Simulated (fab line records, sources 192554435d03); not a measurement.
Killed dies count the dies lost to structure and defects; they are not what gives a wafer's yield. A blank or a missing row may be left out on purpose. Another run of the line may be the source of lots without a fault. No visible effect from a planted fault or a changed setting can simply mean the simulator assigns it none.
8D (eight disciplines) problem report, filled in by code :: flow n5_finfet :: the parts of the form that need people (team, actions taken, sign-off) are left out

== 1. WHAT WENT WRONG ==
Wafers without a fault read 14, standard deviation 5.6; killed_at_M4_up at N5_PASSIVATION_PROBE_49 reads a mean of 89 on 6 wafers belonging to 2 lots. Measured from the usual mean, that is +13 standard deviations.
The first sign was on wafer L621.2 at day 15 18:40, on prober-02. The record holds 10 wafers of 4 lots with a number at this step. The rule behind "out" and "out of limits": a value lying over 4 standard deviations away from the usual mean. All remaining wafers that have a number are taken as sound.

== 2. WHAT IT IS, AND WHAT IT ISN'T ==
question: which readings at this step
is: killed_at_M4_up
is not: killed_at_contacts, killed_at_front_end, killed_at_other, killed_open, killed_short

question: which lots
is: L621, L624
is not: L617, L618

question: which wafers of those lots
is: all that have a number
is not: -

question: read on which tools
is: prober-01, prober-02
is not: -

question: when
is: from day 15 18:40
is not: up to then (4 sound wafers)

== 3. SUSPECTS, AND WHAT RULES EACH OUT ==
Counting: a tool stays on the suspect list if, at a process step up to the reading, it processed all lots that are out and no sound lot following the first of them.
- rie_diel-03 at N5_BEOL_M8_ETCH_65 (etches SiARC in CF4, target depth 15.6 nm, time 26 s): kept. It ran every lot that is out, first L621 (day 12 13:03), and no sound lot after that; its last sound lot up to then is L618 (day 12 11:10).
- pvd_sputter-03 at N5_PASSIVATION_DEGAS_18 (time 60 s): kept. It ran every lot that is out, first L621 (day 15 11:43), and no sound lot after that; its last sound lot up to then is L617 (day 14 13:18).
- rie_diel-06 at N5_PASSIVATION_DESCUM_46 (chemistry O2, time 7.9 s): kept. It ran every lot that is out, first L621 (day 15 15:34), and no sound lot after that; its last sound lot up to then is L618 (day 15 07:14).
Left after counting: rie_diel-03 at N5_BEOL_M8_ETCH_65, pvd_sputter-03 at N5_PASSIVATION_DEGAS_18, rie_diel-06 at N5_PASSIVATION_DESCUM_46.

== 4. THE CAUSE (what the simulator had put in) ==
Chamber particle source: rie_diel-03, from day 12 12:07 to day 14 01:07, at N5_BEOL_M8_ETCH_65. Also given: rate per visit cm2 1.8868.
This tool is one of the 3 suspects left after counting.

== 5. THE EFFECT CHAIN, in route order ==
One row per reading whose mean, taken over the struck wafers that have a number, lies over 3 standard deviations from the usual. Scope: only readings with a usual standard deviation given in the record; hours: median across lots of the time from each lot's start at the first step in this table that gives one to its start at this step; sigmas: change in usual standard deviations.
hours: 0
step: N5_PASSIVATION_PROBE_49
reading: defect_limited_yield
usual: 91.0 %
on struck wafers: 84.1
change: -6.9
sigmas: -5.3

hours: 0
step: N5_PASSIVATION_PROBE_49
reading: killed_at_M4_up
usual: 14
on struck wafers: 89
change: +75
sigmas: +13

hours: 0
step: N5_PASSIVATION_PROBE_49
reading: killed_dies
usual: 107
on struck wafers: 188
change: +81
sigmas: +5.4

hours: 0
step: N5_PASSIVATION_PROBE_49
reading: killed_on_rim
usual: 15
on struck wafers: 32
change: +16
sigmas: +3.7

hours: 0
step: N5_PASSIVATION_PROBE_49
reading: sort_bin_5_function
usual: 5.3 %
on struck wafers: 9.2
change: +3.9
sigmas: +4.3

hours: 0
step: N5_PASSIVATION_PROBE_49
reading: sort_n_pass
usual: 1073
on struck wafers: 992
change: -81
sigmas: -5.4

hours: 0
step: N5_PASSIVATION_PROBE_49
reading: sort_yield_pct
usual: 91.0 %
on struck wafers: 84.1
change: -6.9
sigmas: -5.3
Here are the process steps it includes:
- N5_PASSIVATION_PROBE_49

== 6. WHAT WOULD HAVE CAUGHT IT SOONER ==
In this record the first reading out of limits was taken at day 15 18:40, 79 hours after the fault began at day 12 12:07.
No tool reading at N5_BEOL_M8_ETCH_65 that has a usual standard deviation in the record was out on any struck wafer, so an alarm limit of 4 standard deviations on those readings would not have fired.
Lots out: 2; all had begun N5_BEOL_M8_ETCH_65 on rie_diel-03 by day 15 18:40. A hold on the tool at that time would have spared none of them.
